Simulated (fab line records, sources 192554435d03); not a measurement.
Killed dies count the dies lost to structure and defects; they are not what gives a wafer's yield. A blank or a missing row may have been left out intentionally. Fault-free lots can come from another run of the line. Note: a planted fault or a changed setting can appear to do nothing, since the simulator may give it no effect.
Matching of chambers    flow n5Finfet    N5_FIN_SAQP_FIN_ETCH_36 on rieSi-05: 4 sister chambers
The step etches the open film in HBr/Cl2/O2, target depth 120 nm, time 50.4 s. 4 wafers are shown with their chamber, then 12 later ones without.

== WAFERS PAIRED WITH THEIR CHAMBERS ==
wafer   chamber  throttleValvePct (%)
L085.4  0        35.65
L091.1  1        36.25
L091.3  3        36.24
L091.4  2        35.90

== WAFERS WITH NO CHAMBER GIVEN ==
wafer   throttleValvePct (%)
L092.2  35.90
L092.3  36.22
L092.5  36.20
L094.2  35.91
L094.5  36.24
L094.6  36.24
L096.1  35.59
L096.2  36.18
L096.6  35.61
L097.1  36.20
L097.3  35.91
L097.5  35.61

== EACH ONE'S CHAMBER ==
wafer   from the rows above      in truth
L092.2  2                        2
L092.3  can't be placed: 3 or 1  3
L092.5  can't be placed: 3 or 1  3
L094.2  2                        2
L094.5  can't be placed: 3 or 1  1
L094.6  can't be placed: 3 or 1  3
L096.1  0                        0
L096.2  can't be placed: 3 or 1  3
L096.6  0                        0
L097.1  can't be placed: 3 or 1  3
L097.3  2                        2
L097.5  0                        0
6 of 12 placed correctly. Can't be placed from these rows: 6 (the true chamber is among the candidates in 6). Number placed wrongly: 0.
How it was worked out, from the rows above alone: a wafer's distance from a chamber is the root of the sum, over the readings, of the square of ((its reading less the chamber's mean) divided by the reading's scatter). If the next closest chamber is less than 2 further off than the closest, the wafer can't be placed; otherwise it belongs to the closest. A chamber's mean is the mean of its shown wafers. The scatter (one wafer shown for each chamber): square how far every hidden wafer sits from the nearest shown wafer, average those squares and take the square root.
